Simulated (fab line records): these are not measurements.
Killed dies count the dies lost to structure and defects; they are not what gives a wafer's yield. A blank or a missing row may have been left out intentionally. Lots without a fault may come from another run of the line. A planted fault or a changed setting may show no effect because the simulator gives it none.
fab line records ; flow n5Finfet
[record] lots = 7; wafers = 21
route steps=1938 shown BEOL_M3@941 BEOL_M4@1040 BEOL_M5@1119
startH: start of the lot's first displayed wafer, in hours after the record's first day ; waitH: how many hours have passed since the lot's step before this one ; " as in the row above ; L1.1+2: a single row standing in for several wafers ; - no value, or no start given ; * or withheld: withheld ; < > ~ a bound
route shown NAME@n: NAME is a module with steps in the file, n the number in the route of the first one ; usual: mean/standard deviation taken from wafers without a fault ; same: alike in all rows ; chamber/n: place in a boat ; sites: the reading at each site ; _std_site: the standard deviation of these ; _edge_site: the outer-site mean with the inner-site mean subtracted ; radiusMm: for every site, how far away it sits from the centre of the wafer ; mask NAME#n: copy n ; behind: the last tool/chamber to shape the wafer ; hold: what put the lot on hold/how long, in hours/how the hold closed ; device: the n, p or np transistor that did not switch ; end of line: tests run on the same wafers once the route is complete ; a step without rows: its recipe alone ; killed: count of dies lost to structure and defects at first sort (not the wafer's yield) ; map: per-die view of a wafer (x killed, . not killed, _ where there is no die)
set.NAME: the setting that was run; set.NAME@STEP: the one run at that earlier step ; model.NAME: the simulator's own value behind a step, which no gauge read
one table per step and one row per wafer, for lots whose settings were changed on purpose
[[steps]]
[step N5_BEOL_M3_EXPOSE_08]
[recipe] maskId = M3; na = 0.33; sourceShape = dipole; sigmaInner = 0.369; sigmaOuter = 0.767; polarization = unpolarized; doseMj = 33
lot.wafer;tool;chamber;startH;waitH;mask;set.doseMj
L075.1;euvScanner-01;0;148.36;-;M3#0;33
L075.4+5;euvScanner-01;0;148.36;-;M3#0;35.23
L076.1;euvScanner-02;0;152.77;-;M3#0;30.55
L076.4+5;euvScanner-02;0;152.77;-;M3#0;33
L084.1+5;euvScanner-02;0;200.69;-;M3#0;33
L084.4;euvScanner-02;0;200.69;-;M3#0;35.35
L091.3+4+5;euvScanner-01;0;244.10;-;M3#0;33
L095.1+2+5;euvScanner-01;0;276.10;-;M3#0;33
L094.1+4+6;euvScanner-02;0;276.27;-;M3#0;33
L097.1+3;euvScanner-01;0;279.42;-;M3#0;33
L097.2;euvScanner-01;0;279.42;-;M3#0;35.4
[step N5_BEOL_M3_PEB_09]
[recipe] pebTempC = 100; pebTimeS = 60; resist = CAR-EUV
[step N5_BEOL_M3_DEVELOP_10]
[recipe] developTimeS = 30; developer = TMAH; resist = CAR-EUV; rinseLiquid = surfactantRinse; dry = airSpin; devTempC = 23
[step N5_BEOL_M3_CD_MEAS_11]
[recipe] targetCdNm = 17.05; landingEnergyEv = 500; detector = seInlens; polarity = opening
[usual] cdNm = 17.07/0.26
lot.wafer;tool;chamber;startH;waitH;set.doseMj@BEOL_M3_EXPOSE_08;cdNm
L075.1;cdSem-02;0;148.49;-;33;17.27
L075.4;cdSem-02;0;148.49;-;35.23;18.37
L075.5;cdSem-02;0;148.49;-;35.23;18.49
L076.1;cdSem-01;0;152.90;-;30.55;15.42
L076.4;cdSem-01;0;152.90;-;33;17.55
L076.5;cdSem-01;0;152.90;-;33;17.25
L084.1;cdSem-03;0;200.82;-;33;16.96
L084.4;cdSem-03;0;200.82;-;35.35;18.25
L084.5;cdSem-03;0;200.82;-;33;17.11
L091.3;cdSem-02;0;244.22;-;33;17.30
L091.4;cdSem-02;0;244.22;-;33;16.94
L091.5;cdSem-02;0;244.22;-;33;17.13
L095.1;cdSem-03;0;276.23;-;33;16.90
L095.2;cdSem-03;0;276.23;-;33;17.19
L095.5;cdSem-03;0;276.23;-;33;17.08
L094.1;cdSem-02;0;276.40;-;33;17.29
L094.4;cdSem-02;0;276.40;-;33;17.39
L094.6;cdSem-02;0;276.40;-;33;16.87
L097.1;cdSem-01;0;279.54;-;33;17.01
L097.2;cdSem-01;0;279.54;-;35.4;18.65
L097.3;cdSem-01;0;279.54;-;33;16.96
[step N5_BEOL_M3_DESCUM_16]
[recipe] chemistry = O2; timeS = 7; sourcePowerW = 50; biasPowerW = 20; pressureMtorr = 20; rfFrequencyHz = 2.712e+07; tempC = 40; resist = CAR-EUV; o2FlowSccm = 225
[step N5_BEOL_M3_ETCH_74]
[recipe] chemistry = N2/H2; target = underlayer; targetDepthA = 65; maskMaterial = CAR-EUV; timeS = 5.2; ionEnergyEv = 200; pressureMtorr = 30; sourceW = 840; biasW = 150; n2FlowSccm = 200; h2FlowSccm = 200; ends = cleared
lot.wafer;tool;chamber;startH;waitH;set.spinRpm@BEOL_M3_COAT_73;set.doseMj@BEOL_M3_EXPOSE_08;model.BEOL_M3.cdOffsetNm;model.etch.depthNm
L075.1;rieDiel-03;3;148.64;0.0;1500;33;-0.2;4.991
L075.4;rieDiel-03;0;148.64;0.0;1571;35.23;1.2;4.888
L075.5;rieDiel-03;1;148.64;0.0;1500;35.23;1.2;5.01
L076.1;rieDiel-05;1;153.06;0.0;1587;30.55;-1.6;4.864
L076.4;rieDiel-05;0;153.06;0.0;1587;33;0.2;4.86
L076.5;rieDiel-05;3;153.06;0.0;1500;33;0.2;4.984
L084.1;rieDiel-03;3;200.97;0.0;1613;33;-0.4;4.834
L084.4;rieDiel-03;2;200.97;0.0;1613;35.35;1.2;4.821
L084.5;rieDiel-03;0;200.97;0.0;1500;33;0;5.012
L091.3;rieDiel-01;3;244.37;0.0;1500;33;0;4.99
L091.4;rieDiel-01;1;244.37;0.0;1500;33;0;4.987
L091.5;rieDiel-01;2;244.37;0.0;1500;33;0;4.996
L095.1;rieDiel-03;0;276.82;0.0;1500;33;0;5
L095.2;rieDiel-03;3;276.82;0.0;1426;33;0;5.132
L095.5;rieDiel-03;1;276.82;0.0;1500;33;0;4.997
L094.1;rieDiel-01;1;276.84;0.0;1500;33;0.2;4.971
L094.4;rieDiel-01;3;276.84;0.0;1500;33;0.4;4.981
L094.6;rieDiel-01;2;276.84;0.0;1500;33;0.2;4.996
L097.1;rieDiel-03;0;280.65;0.0;1591;33;0;4.863
L097.2;rieDiel-03;3;280.65;0.0;1591;35.4;1.4;4.86
L097.3;rieDiel-03;1;280.65;0.0;1500;33;0;5.01
[step N5_BEOL_M3_ETCH_63]
[recipe] chemistry = CF4; target = SiARC; targetDepthA = 156; maskMaterial = CAR-EUV; timeS = 26; ionEnergyEv = 80; pressureMtorr = 40; sourceW = 545; biasW = 36; Ar_flow_sccm = 100; cf4FlowSccm = 100; ends = cleared
lot.wafer;tool;chamber;startH;waitH;set.doseMj@BEOL_M3_EXPOSE_08;model.BEOL_M3.cdOffsetNm
L075.1;rieDiel-03;3;148.66;0.0;33;0
L075.4;rieDiel-03;0;148.66;0.0;35.23;1.2
L075.5;rieDiel-03;1;148.66;0.0;35.23;1.4
L076.1;rieDiel-05;1;153.07;0.0;30.55;-1.6
L076.4;rieDiel-05;0;153.07;0.0;33;0.2
L076.5;rieDiel-05;3;153.07;0.0;33;0
L084.1;rieDiel-03;3;200.99;0.0;33;-0.4
L084.4;rieDiel-03;2;200.99;0.0;35.35;1.2
L084.5;rieDiel-03;0;200.99;0.0;33;0
L091.3+4+5;rieDiel-01;3,1,2;244.39;0.0;33;0
L095.1+5;rieDiel-03;0,1;276.84;0.0;33;0
L095.2;rieDiel-03;3;276.84;0.0;33;-0.2
L094.1+4;rieDiel-01;1,3;276.86;0.0;33;0.2
L094.6;rieDiel-01;2;276.86;0.0;33;0
L097.1;rieDiel-03;0;280.66;0.0;33;0
L097.2;rieDiel-03;3;280.66;0.0;35.4;1.4
L097.3;rieDiel-03;1;280.66;0.0;33;0.2
[step N5_BEOL_M3_ETCH_64]
[recipe] chemistry = N2/H2; target = SOC; targetDepthA = 750; overetchA = 150; maskMaterial = SiARC; tempC = 40; timeS = 112.5; ionEnergyEv = 200; pressureMtorr = 30; sourceW = 840; biasW = 150; n2FlowSccm = 200; h2FlowSccm = 200
lot.wafer;tool;chamber;startH;waitH;set.doseMj@BEOL_M3_EXPOSE_08;model.BEOL_M3.cdOffsetNm
L075.1;rieDiel-03;3;148.69;0.0;33;-0.2
L075.4+5;rieDiel-03;0,1;148.69;0.0;35.23;1.2
L076.1;rieDiel-05;1;153.10;0.0;30.55;-1.4
L076.4+5;rieDiel-05;0,3;153.10;0.0;33;0
L084.1;rieDiel-03;3;201.02;0.0;33;-0.4
L084.4;rieDiel-03;2;201.02;0.0;35.35;1
L084.5;rieDiel-03;0;201.02;0.0;33;0
L091.3;rieDiel-01;3;244.42;0.0;33;0.2
L091.4+5;rieDiel-01;1,2;244.42;0.0;33;0
L095.1+2+5;rieDiel-03;0,3,1;276.87;0.0;33;0
L094.1+6;rieDiel-01;1,2;276.88;0.0;33;0.2
L094.4;rieDiel-01;3;276.88;0.0;33;0.4
L097.1;rieDiel-03;0;280.69;0.0;33;0.2
L097.2;rieDiel-03;3;280.69;0.0;35.4;1.4
L097.3;rieDiel-03;1;280.69;0.0;33;0
[step N5_BEOL_M3_STRIP_65]
[recipe] chemistry = N2/H2; tempC = 40; n2FlowSccm = 200; h2FlowSccm = 200; rfFrequencyHz = 6e+07
[step N5_BEOL_M3_STRIP_75]
[recipe] chemistry = N2/H2; tempC = 40; n2FlowSccm = 200; h2FlowSccm = 200; rfFrequencyHz = 6e+07
[step N5_BEOL_M3_HM_OPEN_17]
[recipe] chemistry = Cl2/BCl3; targetDepthA = 200; overetchA = 60; target = TiN; maskMaterial = SOC; ionEnergyEv = 150; pressureMtorr = 10; icpW = 1000; biasW = 126; Cl2_flow_sccm = 53.25; bcl3FlowSccm = 21.75; Ar_flow_sccm = 25
[step N5_BEOL_M3_STRIP_19]
[recipe] chemistry = O2; powerW = 400; tempC = 40; pressureMtorr = 30; rfFrequencyHz = 6e+07; biasPowerW = 0; overashFraction = 0.2; o2FlowSccm = 225
[step N5_BEOL_M3_CD_MEAS_18]
[recipe] pitchNm = 36; targetCdNm = 18
[usual] cdNm = 18.0/0.33
lot.wafer;tool;chamber;startH;waitH;set.doseMj@BEOL_M3_EXPOSE_08;cdNm
L075.1;cdSem-03;-;149.16;0.0;33;17.6
L075.4;cdSem-03;-;149.16;0.0;35.23;19.6
L075.5;cdSem-03;-;149.16;0.0;35.23;18.8
L076.1;cdSem-02;-;153.46;0.0;30.55;16.5
L076.4;cdSem-02;-;153.46;0.0;33;18.3
L076.5;cdSem-02;-;153.46;0.0;33;18.2
L084.1;cdSem-03;-;201.37;0.0;33;17.6
L084.4;cdSem-03;-;201.37;0.0;35.35;19.1
L084.5;cdSem-03;-;201.37;0.0;33;18.0
L091.3;cdSem-02;-;244.77;0.1;33;17.9
L091.4;cdSem-02;-;244.77;0.1;33;17.8
L091.5;cdSem-02;-;244.77;0.1;33;17.9
L095.1;cdSem-02;-;277.22;0.0;33;17.6
L095.2;cdSem-02;-;277.22;0.0;33;17.7
L095.5;cdSem-02;-;277.22;0.0;33;17.6
L094.1;cdSem-02;-;277.26;0.0;33;17.9
L094.4;cdSem-02;-;277.26;0.0;33;18.4
L094.6;cdSem-02;-;277.26;0.0;33;17.9
L097.1;cdSem-01;-;281.35;0.0;33;18.0
L097.2;cdSem-01;-;281.35;0.0;35.4;19.2
L097.3;cdSem-01;-;281.35;0.0;33;17.8
[step N5_BEOL_M3_COAT_67]
[recipe] resist = SOC; tempC = 250; timeS = 60; spinRpm = 1500; resistThkNm = 60
[step N5_BEOL_M3_COAT_68]
[recipe] resist = SiARC; tempC = 220; timeS = 60; spinRpm = 1500; resistThkNm = 12
[step N5_BEOL_M3_PRECLEAN_42]
[recipe] chemistry = residueRemover; timeS = 60; tempC = 40
[step N5_BEOL_M3_SRD_43]
[recipe] timeS = 30; tempC = 23; rinseLiquid = diw; dry = ipaMarangoni
[step N5_BEOL_M3_CD_MEAS_35]
[recipe] targetCdNm = 18; targetCdYNm = 21; polarity = opening
[usual] cdNm = 18.0/0.32
lot.wafer;tool;chamber;startH;waitH;set.doseMj@BEOL_M3_EXPOSE_08;cdNm
L075.1;cdSem-03;-;151.05;0.0;33;17.9
L075.4;cdSem-03;-;151.05;0.0;35.23;19.2
L075.5;cdSem-03;-;151.05;0.0;35.23;19.2
L076.1;cdSem-03;-;157.13;0.0;30.55;16.6
L076.4;cdSem-03;-;157.13;0.0;33;18.4
L076.5;cdSem-03;-;157.13;0.0;33;18.1
L084.1;cdSem-02;-;203.08;0.0;33;17.5
L084.4;cdSem-02;-;203.08;0.0;35.35;18.5
L084.5;cdSem-02;-;203.08;0.0;33;18.0
L091.3;cdSem-01;-;249.68;0.0;33;18.0
L091.4;cdSem-01;-;249.68;0.0;33;18.4
L091.5;cdSem-01;-;249.68;0.0;33;17.7
L095.1;cdSem-01;-;283.76;0.0;33;17.7
L095.2;cdSem-01;-;283.76;0.0;33;17.8
L095.5;cdSem-01;-;283.76;0.0;33;18.1
L094.1;cdSem-02;-;283.81;0.0;33;18.5
L094.4;cdSem-02;-;283.81;0.0;33;18.7
L094.6;cdSem-02;-;283.81;0.0;33;18.0
L097.1;cdSem-02;-;284.17;0.0;33;18.1
L097.2;cdSem-02;-;284.17;0.0;35.4;19.4
L097.3;cdSem-02;-;284.17;0.0;33;18.1
[step N5_BEOL_M4_ETCH_64]
[recipe] chemistry = N2/H2; target = SOC; targetDepthA = 750; overetchA = 225; maskMaterial = SiARC; tempC = 40; timeS = 121.9; ionEnergyEv = 200; pressureMtorr = 30; sourceW = 840; biasW = 150; n2FlowSccm = 200; h2FlowSccm = 200
[usual] rfVppV = 523.8/1.8
lot.wafer;tool;chamber;startH;waitH;set.biasW;rfVppV;model.SiARC_of_BEOL_M4_COAT_62.thkNm
L075.1;rieDiel-02;0;157.15;0.0;150;520.9;6.6
L075.4;rieDiel-02;3;157.15;0.0;150;527.9;6.2
L075.5;rieDiel-02;2;157.15;0.0;150;525.3;6.4
L076.1;rieDiel-06;1;163.50;0.0;134.1;489.7;7.2
L076.4;rieDiel-06;3;163.50;0.0;150;523.4;6.6
L076.5;rieDiel-06;1;163.50;0.0;134.1;489.6;7.2
L084.1;rieDiel-04;1;208.56;0.0;150;522.7;6.4
L084.4;rieDiel-04;2;208.56;0.0;137.3;496.1;6.8
L084.5;rieDiel-04;1;208.56;0.0;137.3;493.0;7
L091.3;rieDiel-06;0;255.77;0.0;150;523.1;6.2
L091.4;rieDiel-06;2;255.77;0.0;150;521.4;6.4
L091.5;rieDiel-06;1;255.77;0.0;150;525.7;6.4
L095.1;rieDiel-06;1;288.88;0.0;150;525.5;6.4
L095.2;rieDiel-06;0;288.88;0.0;150;523.3;6.2
L095.5;rieDiel-06;2;288.88;0.0;168.4;562.0;5.6
L094.1;rieDiel-04;0;289.14;0.0;176.8;581.4;5
L094.4;rieDiel-04;0;289.14;0.0;150;523.9;6.2
L094.6;rieDiel-04;3;289.14;0.0;150;523.4;6.2
L097.1;rieDiel-06;1;290.38;0.0;150;525.8;6.4
L097.2;rieDiel-06;0;290.38;0.0;150;523.4;6.2
L097.3;rieDiel-06;2;290.38;0.0;150;521.8;6.4
[step N5_BEOL_M4_COAT_22]
[recipe] resist = CAR-EUV; spinRpm = 1500; resistThkNm = 30
lot.wafer;tool;chamber;startH;waitH;set.spinRpm;model.CAR-EUV_of_BEOL_M4_COAT_22.thkNm
L075.1;lithoTrack-03;0;-;-;1500;30
L075.4;lithoTrack-03;0;-;-;1366;31.4
L075.5;lithoTrack-03;0;-;-;1366;31.2
L076.1+4;lithoTrack-03;0;-;-;1500;30
L076.5;lithoTrack-03;0;-;-;1669;28.4
L084.1+4;lithoTrack-01;0;-;-;1500;29.8
L084.5;lithoTrack-01;0;-;-;1416;30.8
L091.3+4+5;lithoTrack-01;0;-;-;1500;30.2
L095.1;lithoTrack-05;0;-;-;1500;30
L095.2+5;lithoTrack-05;0;-;-;1442;30.6
L094.1+4;lithoTrack-01;0;-;-;1500;30
L094.6;lithoTrack-01;0;-;-;1386;31.2
L097.1;lithoTrack-03;0;-;-;1500;30
L097.2+3;lithoTrack-03;0;-;-;1581;29.2
[step N5_BEOL_M4_EBR_24]
[recipe] solvent = PGMEA; ebrWidthMm = 1.5
[step N5_BEOL_M4_SOFTBAKE_23]
[recipe] tempC = 110; timeS = 60; resist = CAR-EUV
[step N5_BEOL_M4_EXPOSE_25]
[recipe] maskId = V3; na = 0.33; sourceShape = quasar; sigmaInner = 0.2; sigmaOuter = 0.8; polarization = unpolarized; defocusNm = 5; doseMj = 63
[step N5_BEOL_M4_PEB_26]
[recipe] pebTempC = 100; pebTimeS = 60; resist = CAR-EUV
[step N5_BEOL_M4_DEVELOP_27]
[recipe] developTimeS = 30; developer = TMAH; resist = CAR-EUV; rinseLiquid = surfactantRinse; dry = airSpin; devTempC = 23
lot.wafer;tool;chamber;startH;waitH;set.spinRpm@BEOL_M4_COAT_22;model.CAR-EUV_of_BEOL_M4_COAT_22.thkNm
L075.1;lithoTrack-05;0;-;-;1500;29.6
L075.4+5;lithoTrack-05;0;-;-;1366;30.8
L076.1+4;lithoTrack-03;0;-;-;1500;29.6
L076.5;lithoTrack-03;0;-;-;1669;27.8
L084.1+4;lithoTrack-01;0;-;-;1500;29.4
L084.5;lithoTrack-01;0;-;-;1416;30.4
L091.3+4;lithoTrack-05;0;-;-;1500;29.8
L091.5;lithoTrack-05;0;-;-;1500;29.6
L095.1;lithoTrack-05;0;-;-;1500;29.6
L095.2+5;lithoTrack-05;0;-;-;1442;30.2
L094.1;lithoTrack-03;0;-;-;1500;29.6
L094.4;lithoTrack-03;0;-;-;1500;29.4
L094.6;lithoTrack-03;0;-;-;1386;30.8
L097.1;lithoTrack-03;0;-;-;1500;29.6
L097.2;lithoTrack-03;0;-;-;1581;28.8
L097.3;lithoTrack-03;0;-;-;1581;28.6
[step N5_BEOL_M5_COAT_71]
[recipe] resist = underlayer; tempC = 205; timeS = 60; spinRpm = 1500; resistThkNm = 5
lot.wafer;tool;chamber;startH;waitH;set.spinRpm
L075.1+5;lithoTrack-02;0;-;-;1500
L075.4;lithoTrack-02;0;-;-;1385
L076.1+4+5;lithoTrack-02;0;-;-;1500
L084.1+5;lithoTrack-04;0;-;-;1500
L084.4;lithoTrack-04;0;-;-;1628
L091.3+4+5;lithoTrack-05;0;-;-;1500
L095.1+2;lithoTrack-02;0;-;-;1500
L095.5;lithoTrack-02;0;-;-;1543
L094.1+6;lithoTrack-02;0;-;-;1500
L094.4;lithoTrack-02;0;-;-;1603
L097.1+2+3;lithoTrack-04;0;-;-;1500
[step N5_BEOL_M5_COAT_05]
[recipe] resist = CAR-EUV; spinRpm = 1500; resistThkNm = 30
lot.wafer;tool;chamber;startH;waitH;set.spinRpm;model.CAR-EUV_of_BEOL_M5_COAT_05.thkNm
L075.1;lithoTrack-02;0;-;-;1500;30
L075.4;lithoTrack-02;0;-;-;1500;30.2
L075.5;lithoTrack-02;0;-;-;1624;28.8
L076.1+5;lithoTrack-02;0;-;-;1500;30.2
L076.4;lithoTrack-02;0;-;-;1500;30
L084.1;lithoTrack-04;0;-;-;1566;29.2
L084.4+5;lithoTrack-04;0;-;-;1500;29.8
L091.3+4+5;lithoTrack-05;0;-;-;1500;29.8
L095.1;lithoTrack-02;0;-;-;1500;30
L095.2+5;lithoTrack-02;0;-;-;1596;29
L094.1+4+6;lithoTrack-02;0;-;-;1500;30
L097.1;lithoTrack-04;0;-;-;1500;30
L097.2;lithoTrack-04;0;-;-;1500;30.2
L097.3;lithoTrack-04;0;-;-;1667;28.6
[step N5_BEOL_M5_EBR_07]
[recipe] solvent = PGMEA; ebrWidthMm = 1.5
[step N5_BEOL_M5_SOFTBAKE_06]
[recipe] tempC = 110; timeS = 60; resist = CAR-EUV
[step N5_BEOL_M5_EXPOSE_08]
[recipe] maskId = M5; na = 0.33; sourceShape = annular; sigmaInner = 0.4; sigmaOuter = 0.8; polarization = unpolarized; targetCdNm = 28; doseMj = 35.75
[step N5_BEOL_M5_PEB_09]
[recipe] pebTempC = 100; pebTimeS = 60; resist = CAR-EUV
[step N5_BEOL_M5_DEVELOP_10]
[recipe] developTimeS = 30; developer = TMAH; resist = CAR-EUV; rinseLiquid = surfactantRinse; dry = airSpin; devTempC = 23
lot.wafer;tool;chamber;startH;waitH;set.spinRpm@BEOL_M5_COAT_05;model.CAR-EUV_of_BEOL_M5_COAT_05.thkNm
L075.1+4;lithoTrack-02;0;-;-;1500;29.6
L075.5;lithoTrack-02;0;-;-;1624;28.4
L076.1+5;lithoTrack-05;0;-;-;1500;29.8
L076.4;lithoTrack-05;0;-;-;1500;29.6
L084.1;lithoTrack-02;0;-;-;1566;28.6
L084.4+5;lithoTrack-02;0;-;-;1500;29.4
L091.3+4+5;lithoTrack-05;0;-;-;1500;29.4
L095.1;lithoTrack-05;0;-;-;1500;29.6
L095.2+5;lithoTrack-05;0;-;-;1596;28.6
L094.1+4;lithoTrack-02;0;-;-;1500;29.4
L094.6;lithoTrack-02;0;-;-;1500;29.6
L097.1+2;lithoTrack-02;0;-;-;1500;29.6
L097.3;lithoTrack-02;0;-;-;1667;28
[step N5_BEOL_M5_DESCUM_16]
[recipe] chemistry = O2; timeS = 7; sourcePowerW = 50; biasPowerW = 20; pressureMtorr = 20; rfFrequencyHz = 2.712e+07; tempC = 40; resist = CAR-EUV; o2FlowSccm = 225
[step N5_BEOL_M5_ETCH_72]
[recipe] chemistry = N2/H2; target = underlayer; targetDepthA = 65; maskMaterial = CAR-EUV; timeS = 5.2; ionEnergyEv = 200; pressureMtorr = 30; sourceW = 840; biasW = 150; n2FlowSccm = 200; h2FlowSccm = 200; ends = cleared
lot.wafer;tool;chamber;startH;waitH;set.spinRpm@BEOL_M5_COAT_71;model.etch.depthNm
L075.1;rieDiel-05;3;167.20;0.0;1500;4.994
L075.4;rieDiel-05;0;167.20;0.0;1385;5.196
L075.5;rieDiel-05;3;167.20;0.0;1500;5.002
L076.1;rieDiel-05;1;176.94;0.0;1500;5.013
L076.4;rieDiel-05;0;176.94;0.0;1500;5.002
L076.5;rieDiel-05;0;176.94;0.0;1500;5.014
L084.1;rieDiel-03;0;238.59;0.0;1500;5
L084.4;rieDiel-03;1;238.59;0.0;1628;4.798
L084.5;rieDiel-03;1;238.59;0.0;1500;4.992
L091.3;rieDiel-01;2;267.47;0.0;1500;5.007
L091.4;rieDiel-01;0;267.47;0.0;1500;5.003
L091.5;rieDiel-01;0;267.47;0.0;1500;4.992
L095.1;rieDiel-03;0;296.99;0.0;1500;4.973
L095.2;rieDiel-03;3;296.99;0.0;1500;4.981
L095.5;rieDiel-03;0;296.99;0.0;1543;4.901
L094.1;rieDiel-03;1;298.95;0.0;1500;4.968
L094.4;rieDiel-03;3;298.95;0.0;1603;4.805
L094.6;rieDiel-03;1;298.95;0.0;1500;4.967
L097.1;rieDiel-01;1;301.07;0.0;1500;5.017
L097.2;rieDiel-01;3;301.07;0.0;1500;5.027
L097.3;rieDiel-01;0;301.07;0.0;1500;5.022
[step N5_BEOL_M5_DEP_56]
[recipe] material = SiCN; targetThkA = 80; tempC = withheld; precursor = 3MS/NH3; pressureTorr = 3; rfW = 202; timeS = 14
lot.wafer;tool;chamber;startH;waitH;set.timeS;model.SiCN_of_BEOL_M5_DEP_56.thkNm
L075.1+5;pecvd-03;1;177.09;0.0;13.22;7.4
L075.4;pecvd-03;0;177.09;0.0;14;7.8
L076.1;pecvd-02;0;187.27;0.0;12.22;7
L076.4;pecvd-02;1;187.27;0.0;12.22;7.2
L076.5;pecvd-02;2;187.27;0.0;14;8
L084.1;pecvd-02;2;247.95;0.0;14;7.8
L084.4;pecvd-02;2;247.95;0.0;12.51;7
L084.5;pecvd-02;1;247.95;0.0;14;8
L091.3;pecvd-02;1;275.98;0.0;14;7.8
L091.4+5;pecvd-02;2,0;275.98;0.0;14;8
L095.1+2;pecvd-02;1,2;306.71;0.0;14;7.8
L095.5;pecvd-02;0;306.71;0.0;14;8.2
L094.1;pecvd-02;0;308.23;0.0;14;7.8
L094.4+6;pecvd-02;2,0;308.23;0.0;15.15;8.6
L097.1+3;pecvd-03;0,1;313.00;0.0;14;8
L097.2;pecvd-03;2;313.00;0.0;14;7.8
[[key]]
[split] step = N5_BEOL_M3_EXPOSE_08; setting = doseMj; stated = 33; by = wafer
[response] step = N5_BEOL_M3_CD_MEAS_11; reading = cdNm; change = +0.212; per = 1%; r = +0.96
[response] step = N5_BEOL_M3_ETCH_74; reading = model.BEOL_M3.cdOffsetNm; change = +0.21; per = 1%; r = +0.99
[response] step = N5_BEOL_M3_ETCH_63; reading = model.BEOL_M3.cdOffsetNm; change = +0.2; per = 1%; r = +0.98
[response] step = N5_BEOL_M3_ETCH_64; reading = model.BEOL_M3.cdOffsetNm; change = +0.185; per = 1%; r = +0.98
[response] step = N5_BEOL_M3_CD_MEAS_18; reading = cdNm; change = +0.207; per = 1%; r = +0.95
[response] step = N5_BEOL_M3_CD_MEAS_35; reading = cdNm; change = +0.172; per = 1%; r = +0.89
[split] step = N5_BEOL_M4_ETCH_64; setting = biasW; stated = 150; by = wafer
[response] step = N5_BEOL_M4_ETCH_64; reading = rfVppV; change = +3.19; per = 1%; r = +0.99
[response] step = N5_BEOL_M4_ETCH_64; reading = model.SiARC_of_BEOL_M4_COAT_62.thkNm; change = -0.0621; per = 1%; r = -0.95
[split] step = N5_BEOL_M4_COAT_22; setting = spinRpm; stated = 1500; by = wafer
[response] step = N5_BEOL_M4_COAT_22; reading = model.CAR-EUV_of_BEOL_M4_COAT_22.thkNm; change = -0.15; per = 1%; r = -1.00
[response] step = N5_BEOL_M4_DEVELOP_27; reading = model.CAR-EUV_of_BEOL_M4_COAT_22.thkNm; change = -0.158; per = 1%; r = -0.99
[split] step = N5_BEOL_M5_COAT_71; setting = spinRpm; stated = 1500; by = wafer
[response] step = N5_BEOL_M5_ETCH_72; reading = model.etch.depthNm; change = -0.0243; per = 1%; r = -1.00
[split] step = N5_BEOL_M5_COAT_05; setting = spinRpm; stated = 1500; by = wafer
[response] step = N5_BEOL_M5_COAT_05; reading = model.CAR-EUV_of_BEOL_M5_COAT_05.thkNm; change = -0.144; per = 1%; r = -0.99
[response] step = N5_BEOL_M5_DEVELOP_10; reading = model.CAR-EUV_of_BEOL_M5_COAT_05.thkNm; change = -0.149; per = 1%; r = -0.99
[split] step = N5_BEOL_M5_DEP_56; setting = timeS; stated = 14; by = wafer
[response] step = N5_BEOL_M5_DEP_56; reading = model.SiCN_of_BEOL_M5_DEP_56.thkNm; change = +0.0799; per = 1%; r = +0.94
split outsideThisFile step=N5_BEOL_M3_COAT_73 setting=spinRpm
// split outsideThisFile: this setting was split too, and the file shows its column; the key of that split is in another file
